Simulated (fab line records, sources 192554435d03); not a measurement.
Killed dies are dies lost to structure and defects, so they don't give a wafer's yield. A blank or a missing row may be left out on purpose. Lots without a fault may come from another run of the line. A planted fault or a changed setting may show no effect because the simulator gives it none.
Chamber matching | flow n5_finfet | N5_BEOL_M0_PRE_CLEAN_131 on cvd_co-01: 3 sister chambers
The step time 15 s. 22 wafers are shown with their chamber, then 11 later ones without.

WAFERS WITH THEIR CHAMBER
wafer  | chamber | heater_power_w (W)
L254.2 | 2       | 99
L254.3 | 0       | 77
L254.6 | 1       | 74
L255.2 | 2       | 95
L255.4 | 1       | 72
L255.5 | 0       | 77
L257.3 | 0       | 78
L257.5 | 2       | 97
L257.6 | 0       | 79
L259.2 | 2       | 98
L259.3 | 0       | 78
L259.6 | 1       | 72
L262.3 | 0       | 78
L262.5 | 1       | 73
L262.6 | 0       | 77
L263.1 | 0       | 78
L263.2 | 1       | 73
L263.6 | 0       | 76
L264.1 | 2       | 99
L264.4 | 2       | 98
L264.5 | 0       | 77
L266.3 | 2       | 97

SIGNATURES (means of the wafers above)
reading        | chamber 0 | chamber 1 | chamber 2 | scatter within a chamber
heater_power_w | 77.50     | 72.80     | 97.57     | 1.05
Rule: a wafer's distance from a chamber is the root of the sum, over the readings, of the square of ((its reading less the chamber's mean) divided by the reading's scatter). The wafer belongs to the nearest chamber; if the next one is less than 2 further off, it can't be placed. The scatter: the root of (the sum of the squares of (reading less its chamber's mean) over the shown wafers, divided by (wafers less chambers)).

WAFERS WITHOUT THEIR CHAMBER
wafer  | heater_power_w (W)
L266.4 | 99
L266.5 | 78
L270.2 | 73
L270.3 | 97
L270.4 | 79
L272.1 | 77
L272.2 | 71
L272.3 | 96
L275.2 | 80
L275.3 | 95
L275.6 | 78

WHICH CHAMBER EACH WENT THROUGH
wafer  | from the rows above | in truth
L266.4 | 2                   | 2
L266.5 | 0                   | 0
L270.2 | 1                   | 1
L270.3 | 2                   | 2
L270.4 | 0                   | 0
L272.1 | 0                   | 0
L272.2 | 1                   | 1
L272.3 | 2                   | 2
L275.2 | 0                   | 0
L275.3 | 2                   | 2
L275.6 | 0                   | 0
Placed correctly: 11 of 11. Can't be placed from these rows: 0. Placed wrongly: 0.
